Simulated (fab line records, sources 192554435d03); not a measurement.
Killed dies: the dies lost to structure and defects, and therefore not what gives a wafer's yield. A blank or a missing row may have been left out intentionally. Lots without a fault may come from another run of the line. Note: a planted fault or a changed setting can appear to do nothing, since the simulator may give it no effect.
Which tool is to blame?    flow n5_finfet    72 wafers from 24 lots sampled at 4 of the route's 1938 steps

== WHAT EACH GAUGE READ, for each wafer ==
N5_FIN_SAQP_CD_MEAS_27: target cd 20 nm. Usual: cd_nm reads 20.34 nm (standard deviation 0.21).
lot   measured     on         cd_nm (nm)         flag
L074  day 2 00:40  cd_sem-02  20.24 20.55 20.82  
L075  day 2 07:38  cd_sem-02  20.33 20.33 20.48  
L076  day 2 11:35  cd_sem-02  20.53 20.74 20.42  
L077  day 2 17:44  cd_sem-01  20.22 20.25 20.47  
L078  day 2 23:51  cd_sem-01  20.19 20.62 20.03  
L079  day 3 06:34  cd_sem-01  20.52 20.44 20.32  
L080  day 3 12:56  cd_sem-02  20.03 20.59 20.08  
L081  day 3 19:23  cd_sem-01  20.13 20.20 20.11  
L082  day 4 00:15  cd_sem-03  20.43 20.12 20.47  
L083  day 4 07:44  cd_sem-02  19.74 20.42 20.13  
L084  day 4 12:41  cd_sem-02  20.21 20.25 20.61  
L085  day 4 17:59  cd_sem-03  20.21 20.23 20.07  
L086  day 5 00:52  cd_sem-02  20.61 20.62 20.73  
L087  day 5 06:23  cd_sem-02  20.11 20.71 20.29  
L088  day 5 11:37  cd_sem-02  19.95 20.44 20.16  
L089  day 5 18:53  cd_sem-03  19.99 20.51 20.35  
L090  day 6 01:47  cd_sem-03  20.25 20.33 20.34  
L091  day 6 06:40  cd_sem-02  20.42 20.44 20.34  
L092  day 6 13:23  cd_sem-02  20.26 20.52 20.28  
L093  day 6 18:07  cd_sem-02  20.26 20.65 20.23  
L094  day 6 23:56  cd_sem-03  20.38 20.44 20.70  
L095  day 7 06:22  cd_sem-01  20.44 20.47 20.35  
L096  day 7 11:37  cd_sem-03  20.13 20.33 20.50  
L097  day 7 17:42  cd_sem-03  20.35 20.37 20.03  

N5_FIN_CUT_OVL_MEAS_09. Usual: for FIN_CUT_OVL the level is -0.2 nm and the standard deviation is 0.63.
lot   measured     on          FIN_CUT_OVL (nm)  flag
L074  day 2 03:32  overlay-02  0.1 -0.9 -0.6     
L075  day 2 10:43  overlay-02  -0.4 0.3 -0.2     
L076  day 2 14:15  overlay-01  -0.3 -0.2 -0.1    
L077  day 2 20:41  overlay-02  -0.2 0.2 -0.6     
L078  day 3 02:22  overlay-01  -1.0 -0.5 -0.3    
L079  day 3 09:41  overlay-02  -0.5 0.6 -1.2     
L080  day 3 15:52  overlay-02  -0.6 -0.7 0.5     
L081  day 3 22:11  overlay-01  -0.2 1.0 0.7      
L082  day 4 03:29  overlay-01  0.0 -1.0 -0.5     
L083  day 4 10:19  overlay-02  -0.5 -0.4 -0.3    
L084  day 4 16:20  overlay-02  0.2 -0.3 0.0      
L085  day 4 20:37  overlay-02  0.7 -0.1 0.2      
L086  day 5 03:22  overlay-01  -0.2 0.4 1.6      
L087  day 5 09:12  overlay-01  0.7 1.0 0.0       
L088  day 5 14:06  overlay-01  0.3 0.8 1.0       
L089  day 5 21:33  overlay-02  0.0 0.3 0.3       
L090  day 6 04:24  overlay-02  0.0 0.2 0.8       
L091  day 6 09:37  overlay-02  -0.6 -1.7 -0.9    
L092  day 6 15:52  overlay-01  -0.3 -1.3 -0.3    
L093  day 6 20:59  overlay-01  -0.3 0.5 0.3      
L094  day 7 02:58  overlay-01  1.0 -0.3 -0.6     
L095  day 7 09:19  overlay-02  0.0 -0.9 -0.4     
L096  day 7 14:33  overlay-02  -0.2 -1.3 -1.5    
L097  day 7 20:10  overlay-02  -0.4 0.3 0.9      

== TOOL THAT RAN EACH LOT (tool first, then ch and the chambers of the sampled wafers, then the start) ==
lot   N5_FIN_SAQP_RECESS_63              N5_FIN_SAQP_ETCH_64
L074  vapor_etch-02 ch 1, day 2 00:56    rie_si-01 ch 0,2, day 2 02:45
L075  vapor_etch-02 ch 0,1, day 2 07:59  rie_si-03 ch 0,2,3, day 2 10:07
L076  vapor_etch-01 ch 1, day 2 11:54    rie_si-01 ch 1,2, day 2 13:31
L077  vapor_etch-01 ch 1, day 2 18:21    rie_si-03 ch 0,1,2, day 2 20:04
L078  vapor_etch-02 ch 0,1, day 3 00:07  rie_si-01 ch 0,2, day 3 01:46
L079  vapor_etch-02 ch 0,1, day 3 06:57  rie_si-01 ch 0,1,3, day 3 08:52
L080  vapor_etch-02 ch 0,1, day 3 13:26  rie_si-03 ch 1,2,3, day 3 15:07
L081  vapor_etch-02 ch 0,1, day 3 19:50  rie_si-01 ch 0,2,3, day 3 21:32
L082  vapor_etch-01 ch 1, day 4 00:38    rie_si-01 ch 0,1,3, day 4 02:52
L083  vapor_etch-02 ch 0,1, day 4 08:00  rie_si-03 ch 2,3, day 4 09:42
L084  vapor_etch-01 ch 1, day 4 12:57    rie_si-03 ch 0,2,3, day 4 15:44
L085  vapor_etch-01 ch 0,1, day 4 18:16  rie_si-06 ch 0,1,2, day 4 20:01
L086  vapor_etch-01 ch 1, day 5 01:07    rie_si-06 ch 1,2, day 5 02:46
L087  vapor_etch-01 ch 0,1, day 5 06:41  rie_si-01 ch 0,1,3, day 5 08:34
L088  vapor_etch-02 ch 0,1, day 5 11:53  rie_si-01 ch 1,2,3, day 5 13:29
L089  vapor_etch-02 ch 0,1, day 5 19:21  rie_si-03 ch 0,2,3, day 5 20:56
L090  vapor_etch-01 ch 0,1, day 6 02:03  rie_si-03 ch 0,2,3, day 6 03:47
L091  vapor_etch-02 ch 0,1, day 6 07:03  rie_si-06 ch 1,2, day 6 09:01
L092  vapor_etch-01 ch 0,1, day 6 13:46  rie_si-03 ch 1,2,3, day 6 15:14
L093  vapor_etch-02 ch 0,1, day 6 18:48  rie_si-01 ch 1,2, day 6 20:23
L094  vapor_etch-02 ch 0,1, day 7 00:29  rie_si-01 ch 1,3, day 7 02:21
L095  vapor_etch-02 ch 0,1, day 7 06:38  rie_si-03 ch 0,2,3, day 7 08:35
L096  vapor_etch-02 ch 0,1, day 7 11:53  rie_si-06 ch 0,2, day 7 13:57
L097  vapor_etch-02 ch 0,1, day 7 17:58  rie_si-01 ch 0,2, day 7 19:34
- N5_FIN_SAQP_RECESS_63: chemistry HF/NH3, target SiO2, target depth 18 nm, afs cycles 3, sublimation time 60 s.
- N5_FIN_SAQP_ETCH_64: etches SiO2 in CF4, target depth 1.5 nm.

== WHAT THE TOOLS THEMSELVES READ (means of the sampled wafers that have a number; where no wafer has one, the mark that the record gives instead) ==
N5_FIN_SAQP_RECESS_63. Usual: drypump_motor_current_A reads 5.5 A (standard deviation 0.3).
lot   tool           drypump_motor_current_A (A)  flag
L074  vapor_etch-02  5.8                          
L075  vapor_etch-02  5.7                          
L076  vapor_etch-01  5.4                          
L077  vapor_etch-01  5.4                          
L078  vapor_etch-02  5.7                          
L079  vapor_etch-02  5.8                          
L080  vapor_etch-02  5.8                          
L081  vapor_etch-02  5.7                          
L082  vapor_etch-01  5.4                          
L083  vapor_etch-02  5.8                          
L084  vapor_etch-01  5.4                          
L085  vapor_etch-01  5.2                          
L086  vapor_etch-01  5.4                          
L087  vapor_etch-01  5.2                          
L088  vapor_etch-02  5.7                          
L089  vapor_etch-02  5.7                          
L090  vapor_etch-01  5.1                          
L091  vapor_etch-02  5.8                          
L092  vapor_etch-01  5.2                          
L093  vapor_etch-02  5.7                          
L094  vapor_etch-02  5.7                          
L095  vapor_etch-02  5.8                          
L096  vapor_etch-02  5.8                          
L097  vapor_etch-02  5.8                          

N5_FIN_SAQP_ETCH_64. Usual: cf4_flow_sccm 80.00 sccm, standard deviation 0.25; drypump_motor_current_A 5.8 A, standard deviation 0.35; oes_product_au 0.997 a.u., standard deviation 0.015; throttle_valve_pct 21.79 %, standard deviation 0.24.
lot   tool       cf4_flow_sccm (sccm)  drypump_motor_current_A (A)  oes_product_au (a.u.)  throttle_valve_pct (%)  flag
L074  rie_si-01  80.22                 5.5                          0.992                  21.71                   
L075  rie_si-03  79.98                 5.8                          0.971                  21.74                   
L076  rie_si-01  79.91                 5.5                          1.012                  21.91                   
L077  rie_si-03  79.83                 6.0                          0.980                  21.86                   
L078  rie_si-01  79.99                 5.5                          1.001                  21.72                   
L079  rie_si-01  80.21                 5.6                          0.995                  21.71                   
L080  rie_si-03  79.73                 5.9                          0.988                  21.92                   
L081  rie_si-01  80.17                 5.7                          1.008                  21.89                   
L082  rie_si-01  79.96                 5.6                          0.999                  21.71                   
L083  rie_si-03  79.87                 5.9                          0.988                  21.86                   
L084  rie_si-03  79.93                 5.8                          0.979                  21.75                   
L085  rie_si-06  80.02                 6.1                          1.011                  21.65                   
L086  rie_si-06  80.12                 5.9                          1.002                  21.81                   
L087  rie_si-01  80.15                 5.6                          1.003                  21.71                   
L088  rie_si-01  80.04                 5.7                          1.010                  21.89                   
L089  rie_si-03  80.26                 5.8                          0.974                  21.76                   
L090  rie_si-03  80.05                 5.8                          0.986                  21.76                   
L091  rie_si-06  79.93                 5.9                          1.005                  21.81                   
L092  rie_si-03  80.08                 5.9                          0.995                  21.92                   
L093  rie_si-01  79.52                 5.4                          1.024                  21.73                   
L094  rie_si-01  80.38                 5.8                          1.006                  21.88                   
L095  rie_si-03  79.78                 5.8                          0.975                  21.75                   
L096  rie_si-06  80.08                 6.3                          1.013                  21.49                   
L097  rie_si-01  79.91                 5.5                          1.005                  21.90                   

== THE ANSWER, worked out from the rows above alone ==
Rule: lot off if the mean of its wafers having a number is beyond 3 standard deviations from the usual mean. A lot without any number at a reading at which 4 lots or more have one is off too. Where the step has rows for the other lots, those lots are counted as sound. The gauges are gone through in route order, then the tools' own readings, and for those a lot's mean is taken as printed above. The first step at which some lot is off is used, and at that step the reading that is off furthest; a lot without a number counts as furthest.
Across all readings shown, no lot is off: no conclusion can be drawn from this.

== WHAT THE SIMULATOR HAD INSERTED ==
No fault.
